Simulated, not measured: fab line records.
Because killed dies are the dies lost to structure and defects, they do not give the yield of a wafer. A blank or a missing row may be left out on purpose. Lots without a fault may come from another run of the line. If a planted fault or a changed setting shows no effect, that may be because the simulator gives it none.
Which tool was responsible? / flow n5_finfet / Sampling: 9 lots, 25 wafers, 5 of 1938 route steps

## WHAT EACH GAUGE READ, for each wafer
N5_BEOL_M4_RC_MEAS_101. Usual: DIBL_N 36.1 mV/V, standard deviation 1.5; DIBL_P 36.1 mV/V, standard deviation 1.9; IOFF_N 0.159 nA/um, standard deviation 0.029; IOFF_P 0.21 nA/um, standard deviation 0.038; ION_N 675 uA/um, standard deviation 11; ION_P 464 uA/um, standard deviation 8.1; SS_N 71.5 mV/dec, standard deviation 0.57; SS_P 73.3 mV/dec, standard deviation 0.64; VT_N 249 mV, standard deviation 3.1; VT_P -250 mV, standard deviation 3.8.
lot=L664; measured=day 8 06:20; on=prober-01; DIBL_N (mV/V)=36.9 36.2 36.3; DIBL_P (mV/V)=35.9 35.2 34.8; IOFF_N (nA/um)=0.156 0.148 0.152; IOFF_P (nA/um)=0.20 0.19 0.18; ION_N (uA/um)=667 675 658; ION_P (uA/um)=456 457 453; SS_N (mV/dec)=71.5 71.4 71.5; SS_P (mV/dec)=72.8 73.0 72.6; VT_N (mV)=250 251 253; VT_P (mV)=-250 -252 -252; flag=
lot=L665; measured=day 8 08:42; on=prober-02; DIBL_N (mV/V)=33.6 35.6 36.6; DIBL_P (mV/V)=32.4 35.8 36.9; IOFF_N (nA/um)=0.118 0.147 0.173; IOFF_P (nA/um)=0.18 0.22 0.24; ION_N (uA/um)=668 680 691; ION_P (uA/um)=461 471 471; SS_N (mV/dec)=71.4 72.0 72.1; SS_P (mV/dec)=72.6 73.4 73.4; VT_N (mV)=257 251 248; VT_P (mV)=-248 -249 -249; flag=
lot=L667; measured=day 9 00:53; on=prober-02; DIBL_N (mV/V)=34.6 36.3 35.7; DIBL_P (mV/V)=34.7 36.2 35.8; IOFF_N (nA/um)=0.141 0.157 0.162; IOFF_P (nA/um)=0.19 0.21 0.21; ION_N (uA/um)=683 676 677; ION_P (uA/um)=467 466 469; SS_N (mV/dec)=70.9 72.1 71.3; SS_P (mV/dec)=72.6 73.3 72.5; VT_N (mV)=250 249 249; VT_P (mV)=-252 -250 -249; flag=
lot=L670; measured=day 9 09:17; on=prober-01; DIBL_N (mV/V)=41.1 36.9 38.0; DIBL_P (mV/V)=40.4 36.6 37.7; IOFF_N (nA/um)=0.279 0.175 0.186; IOFF_P (nA/um)=0.29 0.21 0.23; ION_N (uA/um)=694 679 684; ION_P (uA/um)=470 460 465; SS_N (mV/dec)=72.1 71.8 72.0; SS_P (mV/dec)=74.6 73.2 74.4; VT_N (mV)=245 249 247; VT_P (mV)=-248 -252 -251; flag=
lot=L676; measured=day 11 08:40; on=prober-01; DIBL_N (mV/V)=36.7 34.2 36.9; DIBL_P (mV/V)=38.0 34.1 38.0; IOFF_N (nA/um)=0.168 0.113 0.155; IOFF_P (nA/um)=0.23 0.17 0.23; ION_N (uA/um)=687 656 670; ION_P (uA/um)=464 460 472; SS_N (mV/dec)=71.7 70.8 71.5; SS_P (mV/dec)=73.1 73.2 74.1; VT_N (mV)=249 256 250; VT_P (mV)=-249 -254 -249; flag=
lot=L678; measured=day 11 15:29; on=prober-01; DIBL_N (mV/V)=34.6 34.1 37.3; DIBL_P (mV/V)=33.0 32.4 36.1; IOFF_N (nA/um)=0.133 0.122 0.177; IOFF_P (nA/um)=0.17 0.16 0.21; ION_N (uA/um)=675 666 684; ION_P (uA/um)=462 459 467; SS_N (mV/dec)=70.8 71.0 71.5; SS_P (mV/dec)=72.3 72.4 74.1; VT_N (mV)=248 252 248; VT_P (mV)=-253 -255 -251; flag=
lot=L679; measured=day 12 02:38; on=prober-01; DIBL_N (mV/V)=32.5 35.7; DIBL_P (mV/V)=32.2 35.1; IOFF_N (nA/um)=0.111 0.150; IOFF_P (nA/um)=0.17 0.21; ION_N (uA/um)=667 663; ION_P (uA/um)=464 458; SS_N (mV/dec)=70.8 71.1; SS_P (mV/dec)=72.5 73.2; VT_N (mV)=253 249; VT_P (mV)=-254 -248; flag=
lot=L683; measured=day 12 17:18; on=prober-01; DIBL_N (mV/V)=37.1 36.9 38.5; DIBL_P (mV/V)=36.9 37.2 39.3; IOFF_N (nA/um)=0.177 0.184 0.213; IOFF_P (nA/um)=0.26 0.28 0.31; ION_N (uA/um)=686 691 702; ION_P (uA/um)=476 481 479; SS_N (mV/dec)=72.1 71.4 72.2; SS_P (mV/dec)=73.8 73.1 73.5; VT_N (mV)=245 248 244; VT_P (mV)=-245 -241 -241; flag=
lot=L684; measured=day 13 12:38; on=prober-02; DIBL_N (mV/V)=35.6 34.5; DIBL_P (mV/V)=36.6 34.6; IOFF_N (nA/um)=0.159 0.131; IOFF_P (nA/um)=0.20 0.17; ION_N (uA/um)=674 664; ION_P (uA/um)=456 456; SS_N (mV/dec)=71.3 71.1; SS_P (mV/dec)=72.6 73.1; VT_N (mV)=247 252; VT_P (mV)=-252 -255; flag=

## WHICH TOOL RAN EACH LOT (tool, then ch and the chambers of the sampled wafers, then the start)
lot=L664; N5_SD_EPI_N_ETCH_34=rie_diel-02 ch 2,3, day 3 08:52; N5_SD_EPI_N_STRIP_38=plasma_asher-01 ch 0,1, day 3 09:37; N5_SD_EPI_P_ETCHBACK_46=rie_diel-03 ch 0,2,3, day 3 15:24; N5_SD_EPI_P_STRIP_40=plasma_asher-01 ch 0,1, day 3 15:49
lot=L665; N5_SD_EPI_N_ETCH_34=rie_diel-06 ch 1,2,3, day 3 13:40; N5_SD_EPI_N_STRIP_38=plasma_asher-02 ch 0,1, day 3 14:25; N5_SD_EPI_P_ETCHBACK_46=rie_diel-03 ch 0,1,2, day 3 20:16; N5_SD_EPI_P_STRIP_40=plasma_asher-01 ch 0,1, day 3 20:41
lot=L667; N5_SD_EPI_N_ETCH_34=rie_diel-02 ch 0,1,3, day 4 05:13; N5_SD_EPI_N_STRIP_38=plasma_asher-02 ch 0,1, day 4 05:58; N5_SD_EPI_P_ETCHBACK_46=rie_diel-04 ch 0,1,3, day 4 10:02; N5_SD_EPI_P_STRIP_40=plasma_asher-01 ch 0,1, day 4 10:27
lot=L670; N5_SD_EPI_N_ETCH_34=rie_diel-01 ch 1,3, day 4 18:58; N5_SD_EPI_N_STRIP_38=plasma_asher-01 ch 0,1, day 4 19:43; N5_SD_EPI_P_ETCHBACK_46=rie_diel-03 ch 0,1, day 5 00:05; N5_SD_EPI_P_STRIP_40=plasma_asher-01 ch 1, day 5 00:30
lot=L676; N5_SD_EPI_N_ETCH_34=rie_diel-02 ch 1,3, day 6 10:29; N5_SD_EPI_N_STRIP_38=plasma_asher-01 ch 0,1, day 6 11:16; N5_SD_EPI_P_ETCHBACK_46=rie_diel-05 ch 0,1,3, day 6 15:19; N5_SD_EPI_P_STRIP_40=plasma_asher-01 ch 0,1, day 6 15:46
lot=L678; N5_SD_EPI_N_ETCH_34=rie_diel-01 ch 0,3, day 7 00:52; N5_SD_EPI_N_STRIP_38=plasma_asher-01 ch 0,1, day 7 01:38; N5_SD_EPI_P_ETCHBACK_46=rie_diel-04 ch 1,2, day 7 05:53; N5_SD_EPI_P_STRIP_40=plasma_asher-01 ch 0,1, day 7 06:19
lot=L679; N5_SD_EPI_N_ETCH_34=rie_diel-06 ch 1,2, day 7 03:37; N5_SD_EPI_N_STRIP_38=plasma_asher-02 ch 0,1, day 7 04:22; N5_SD_EPI_P_ETCHBACK_46=rie_diel-03 ch 0,2, day 7 08:39; N5_SD_EPI_P_STRIP_40=plasma_asher-01 ch 1, day 7 09:05
lot=L683; N5_SD_EPI_N_ETCH_34=rie_diel-06 ch 1,2,3, day 8 01:10; N5_SD_EPI_N_STRIP_38=plasma_asher-01 ch 0,1, day 8 01:54; N5_SD_EPI_P_ETCHBACK_46=rie_diel-04 ch 0,1, day 8 05:58; N5_SD_EPI_P_STRIP_40=plasma_asher-02 ch 0,1, day 8 06:23
lot=L684; N5_SD_EPI_N_ETCH_34=rie_diel-02 ch 0,1, day 8 07:34; N5_SD_EPI_N_STRIP_38=plasma_asher-01 ch 1, day 8 08:19; N5_SD_EPI_P_ETCHBACK_46=rie_diel-03 ch 0,2, day 8 12:45; N5_SD_EPI_P_STRIP_40=plasma_asher-01 ch 0,1, day 8 13:10
- N5_SD_EPI_N_ETCH_34: etches SiARC in CF4, target depth 45.5 nm, time 75.8 s.
- N5_SD_EPI_N_STRIP_38: strips in N2/H2.
- N5_SD_EPI_P_ETCHBACK_46: etches SiNx in CH3F/O2, stops on SiO2, target depth 17.5 nm.
- N5_SD_EPI_P_STRIP_40: strips in N2/H2.

## WHAT THE TOOLS THEMSELVES READ (means of the sampled wafers that have a number; where no wafer has one, the mark that the record gives instead)
N5_SD_EPI_N_ETCH_34. Usual: chamber_pressure_mTorr 40.00 mTorr, standard deviation 0.037; drypump_motor_current_A 5.6 A, standard deviation 0.49; etch_rf_on_time_s 75.1 s, standard deviation 1.2; mfc_ar_sccm 100.0 sccm, standard deviation 0.35; oes_product_au 0.72 a.u., standard deviation 0.065; rf_vpp_V 184.2 V, standard deviation 1.3; showerhead_plenum_p_Torr 2.16 Torr, standard deviation 0.074; throttle_valve_pct 15.51 %, standard deviation 0.2.
lot=L664; tool=rie_diel-02; chamber_pressure_mTorr (mTorr)=39.97; drypump_motor_current_A (A)=5.4; etch_rf_on_time_s (s)=75.1; mfc_ar_sccm (sccm)=100.0; oes_product_au (a.u.)=0.76; rf_vpp_V (V)=185.2; showerhead_plenum_p_Torr (Torr)=2.20; throttle_valve_pct (%)=15.38; flag=
lot=L665; tool=rie_diel-06; chamber_pressure_mTorr (mTorr)=40.02; drypump_motor_current_A (A)=5.8; etch_rf_on_time_s (s)=74.7; mfc_ar_sccm (sccm)=99.8; oes_product_au (a.u.)=0.78; rf_vpp_V (V)=184.9; showerhead_plenum_p_Torr (Torr)=2.20; throttle_valve_pct (%)=15.50; flag=
lot=L667; tool=rie_diel-02; chamber_pressure_mTorr (mTorr)=40.02; drypump_motor_current_A (A)=5.4; etch_rf_on_time_s (s)=74.4; mfc_ar_sccm (sccm)=100.2; oes_product_au (a.u.)=0.79; rf_vpp_V (V)=184.0; showerhead_plenum_p_Torr (Torr)=2.16; throttle_valve_pct (%)=15.37; flag=
lot=L670; tool=rie_diel-01; chamber_pressure_mTorr (mTorr)=40.00; drypump_motor_current_A (A)=5.6; etch_rf_on_time_s (s)=76.3; mfc_ar_sccm (sccm)=100.0; oes_product_au (a.u.)=0.75; rf_vpp_V (V)=184.1; showerhead_plenum_p_Torr (Torr)=2.11; throttle_valve_pct (%)=15.55; flag=
lot=L676; tool=rie_diel-02; chamber_pressure_mTorr (mTorr)=39.98; drypump_motor_current_A (A)=5.3; etch_rf_on_time_s (s)=74.3; mfc_ar_sccm (sccm)=100.1; oes_product_au (a.u.)=0.73; rf_vpp_V (V)=184.2; showerhead_plenum_p_Torr (Torr)=2.15; throttle_valve_pct (%)=15.45; flag=
lot=L678; tool=rie_diel-01; chamber_pressure_mTorr (mTorr)=40.00; drypump_motor_current_A (A)=5.8; etch_rf_on_time_s (s)=74.9; mfc_ar_sccm (sccm)=99.9; oes_product_au (a.u.)=0.71; rf_vpp_V (V)=182.7; showerhead_plenum_p_Torr (Torr)=2.08; throttle_valve_pct (%)=15.64; flag=
lot=L679; tool=rie_diel-06; chamber_pressure_mTorr (mTorr)=39.99; drypump_motor_current_A (A)=6.1; etch_rf_on_time_s (s)=75.8; mfc_ar_sccm (sccm)=100.3; oes_product_au (a.u.)=0.73; rf_vpp_V (V)=184.5; showerhead_plenum_p_Torr (Torr)=2.17; throttle_valve_pct (%)=15.59; flag=
lot=L683; tool=rie_diel-06; chamber_pressure_mTorr (mTorr)=39.98; drypump_motor_current_A (A)=5.7; etch_rf_on_time_s (s)=75.0; mfc_ar_sccm (sccm)=100.4; oes_product_au (a.u.)=0.74; rf_vpp_V (V)=183.8; showerhead_plenum_p_Torr (Torr)=2.19; throttle_valve_pct (%)=15.56; flag=
lot=L684; tool=rie_diel-02; chamber_pressure_mTorr (mTorr)=39.99; drypump_motor_current_A (A)=5.7; etch_rf_on_time_s (s)=74.3; mfc_ar_sccm (sccm)=100.2; oes_product_au (a.u.)=0.73; rf_vpp_V (V)=184.2; showerhead_plenum_p_Torr (Torr)=2.17; throttle_valve_pct (%)=15.35; flag=

N5_SD_EPI_N_STRIP_38. Usual: drypump_motor_current_A 5.6 A, standard deviation 0.5; heater_power_w 308 W, standard deviation 10; oes_product_au 0.760 a.u., standard deviation 0.011.
lot=L664; tool=plasma_asher-01; drypump_motor_current_A (A)=5.2; heater_power_w (W)=315; oes_product_au (a.u.)=0.762; flag=
lot=L665; tool=plasma_asher-02; drypump_motor_current_A (A)=6.0; heater_power_w (W)=299; oes_product_au (a.u.)=0.773; flag=
lot=L667; tool=plasma_asher-02; drypump_motor_current_A (A)=6.0; heater_power_w (W)=301; oes_product_au (a.u.)=0.763; flag=
lot=L670; tool=plasma_asher-01; drypump_motor_current_A (A)=5.2; heater_power_w (W)=318; oes_product_au (a.u.)=0.750; flag=
lot=L676; tool=plasma_asher-01; drypump_motor_current_A (A)=5.1; heater_power_w (W)=317; oes_product_au (a.u.)=0.764; flag=
lot=L678; tool=plasma_asher-01; drypump_motor_current_A (A)=5.4; heater_power_w (W)=319; oes_product_au (a.u.)=0.774; flag=
lot=L679; tool=plasma_asher-02; drypump_motor_current_A (A)=6.0; heater_power_w (W)=295; oes_product_au (a.u.)=0.754; flag=
lot=L683; tool=plasma_asher-01; drypump_motor_current_A (A)=5.1; heater_power_w (W)=316; oes_product_au (a.u.)=0.761; flag=
lot=L684; tool=plasma_asher-01; drypump_motor_current_A (A)=5.6; heater_power_w (W)=310; oes_product_au (a.u.)=0.752; flag=

N5_SD_EPI_P_ETCHBACK_46. Usual: chamber_pressure_mTorr 29.999 mTorr, standard deviation 0.03; drypump_motor_current_A 5.6 A, standard deviation 0.54; mfc_ar_sccm 150.0 sccm, standard deviation 0.44; oes_o_777_au 0.77 a.u., standard deviation 0.074; oes_product_au 0.65 a.u., standard deviation 0.07; rf_vpp_V 294 V, standard deviation 5.1; showerhead_plenum_p_Torr 2.00 Torr, standard deviation 0.073; throttle_valve_pct 16.33 %, standard deviation 0.22.
lot=L664; tool=rie_diel-03; chamber_pressure_mTorr (mTorr)=29.982; drypump_motor_current_A (A)=5.9; mfc_ar_sccm (sccm)=149.7; oes_o_777_au (a.u.)=0.76; oes_product_au (a.u.)=0.64; rf_vpp_V (V)=293; showerhead_plenum_p_Torr (Torr)=2.01; throttle_valve_pct (%)=16.44; flag=
lot=L665; tool=rie_diel-03; chamber_pressure_mTorr (mTorr)=30.005; drypump_motor_current_A (A)=5.7; mfc_ar_sccm (sccm)=150.0; oes_o_777_au (a.u.)=0.82; oes_product_au (a.u.)=0.70; rf_vpp_V (V)=297; showerhead_plenum_p_Torr (Torr)=2.06; throttle_valve_pct (%)=16.35; flag=
lot=L667; tool=rie_diel-04; chamber_pressure_mTorr (mTorr)=30.005; drypump_motor_current_A (A)=5.4; mfc_ar_sccm (sccm)=150.3; oes_o_777_au (a.u.)=0.77; oes_product_au (a.u.)=0.65; rf_vpp_V (V)=292; showerhead_plenum_p_Torr (Torr)=1.92; throttle_valve_pct (%)=16.25; flag=
lot=L670; tool=rie_diel-03; chamber_pressure_mTorr (mTorr)=30.029; drypump_motor_current_A (A)=5.1; mfc_ar_sccm (sccm)=150.0; oes_o_777_au (a.u.)=0.84; oes_product_au (a.u.)=0.72; rf_vpp_V (V)=296; showerhead_plenum_p_Torr (Torr)=2.07; throttle_valve_pct (%)=16.43; flag=
lot=L676; tool=rie_diel-05; chamber_pressure_mTorr (mTorr)=29.989; drypump_motor_current_A (A)=5.4; mfc_ar_sccm (sccm)=149.9; oes_o_777_au (a.u.)=0.77; oes_product_au (a.u.)=0.65; rf_vpp_V (V)=293; showerhead_plenum_p_Torr (Torr)=1.97; throttle_valve_pct (%)=16.09; flag=
lot=L678; tool=rie_diel-04; chamber_pressure_mTorr (mTorr)=30.024; drypump_motor_current_A (A)=5.4; mfc_ar_sccm (sccm)=149.9; oes_o_777_au (a.u.)=0.74; oes_product_au (a.u.)=0.61; rf_vpp_V (V)=287; showerhead_plenum_p_Torr (Torr)=1.94; throttle_valve_pct (%)=16.41; flag=
lot=L679; tool=rie_diel-03; chamber_pressure_mTorr (mTorr)=29.951; drypump_motor_current_A (A)=6.1; mfc_ar_sccm (sccm)=150.2; oes_o_777_au (a.u.)=0.74; oes_product_au (a.u.)=0.62; rf_vpp_V (V)=294; showerhead_plenum_p_Torr (Torr)=2.02; throttle_valve_pct (%)=16.39; flag=
lot=L683; tool=rie_diel-04; chamber_pressure_mTorr (mTorr)=30.010; drypump_motor_current_A (A)=5.1; mfc_ar_sccm (sccm)=150.5; oes_o_777_au (a.u.)=0.72; oes_product_au (a.u.)=0.61; rf_vpp_V (V)=298; showerhead_plenum_p_Torr (Torr)=1.90; throttle_valve_pct (%)=16.28; flag=
lot=L684; tool=rie_diel-03; chamber_pressure_mTorr (mTorr)=30.018; drypump_motor_current_A (A)=6.1; mfc_ar_sccm (sccm)=150.6; oes_o_777_au (a.u.)=0.74; oes_product_au (a.u.)=0.62; rf_vpp_V (V)=294; showerhead_plenum_p_Torr (Torr)=2.01; throttle_valve_pct (%)=16.41; flag=

N5_SD_EPI_P_STRIP_40. Usual: drypump_motor_current_A 5.5 A, standard deviation 0.49; heater_power_w 308 W, standard deviation 10; oes_product_au 0.760 a.u., standard deviation 0.011.
lot=L664; tool=plasma_asher-01; drypump_motor_current_A (A)=5.3; heater_power_w (W)=314; oes_product_au (a.u.)=0.757; flag=
lot=L665; tool=plasma_asher-01; drypump_motor_current_A (A)=5.4; heater_power_w (W)=313; oes_product_au (a.u.)=0.760; flag=
lot=L667; tool=plasma_asher-01; drypump_motor_current_A (A)=5.2; heater_power_w (W)=316; oes_product_au (a.u.)=0.765; flag=
lot=L670; tool=plasma_asher-01; drypump_motor_current_A (A)=5.6; heater_power_w (W)=305; oes_product_au (a.u.)=0.758; flag=
lot=L676; tool=plasma_asher-01; drypump_motor_current_A (A)=5.4; heater_power_w (W)=313; oes_product_au (a.u.)=0.760; flag=
lot=L678; tool=plasma_asher-01; drypump_motor_current_A (A)=5.2; heater_power_w (W)=315; oes_product_au (a.u.)=0.770; flag=
lot=L679; tool=plasma_asher-01; drypump_motor_current_A (A)=5.5; heater_power_w (W)=304; oes_product_au (a.u.)=0.756; flag=
lot=L683; tool=plasma_asher-02; drypump_motor_current_A (A)=6.1; heater_power_w (W)=301; oes_product_au (a.u.)=0.763; flag=
lot=L684; tool=plasma_asher-01; drypump_motor_current_A (A)=5.3; heater_power_w (W)=312; oes_product_au (a.u.)=0.766; flag=

## THE ANSWER, worked out from the rows above alone
Rule: take the mean of a lot's wafers that have a number; if it is more than 3 standard deviations from the usual mean, the lot is off. A lot without any number at a reading at which 4 lots or more have one is off too. All remaining lots with rows at the step are treated as sound. Order of review: gauges by route order, followed by the tools' own readings, for which a lot's mean as printed above is used. At the first step where some lot is off, the reading lying furthest off is the one used; lots without a number count as furthest.
No lot is off at any reading shown: from this, nothing can be told.

## WHAT WAS PUT IN BY THE SIMULATOR
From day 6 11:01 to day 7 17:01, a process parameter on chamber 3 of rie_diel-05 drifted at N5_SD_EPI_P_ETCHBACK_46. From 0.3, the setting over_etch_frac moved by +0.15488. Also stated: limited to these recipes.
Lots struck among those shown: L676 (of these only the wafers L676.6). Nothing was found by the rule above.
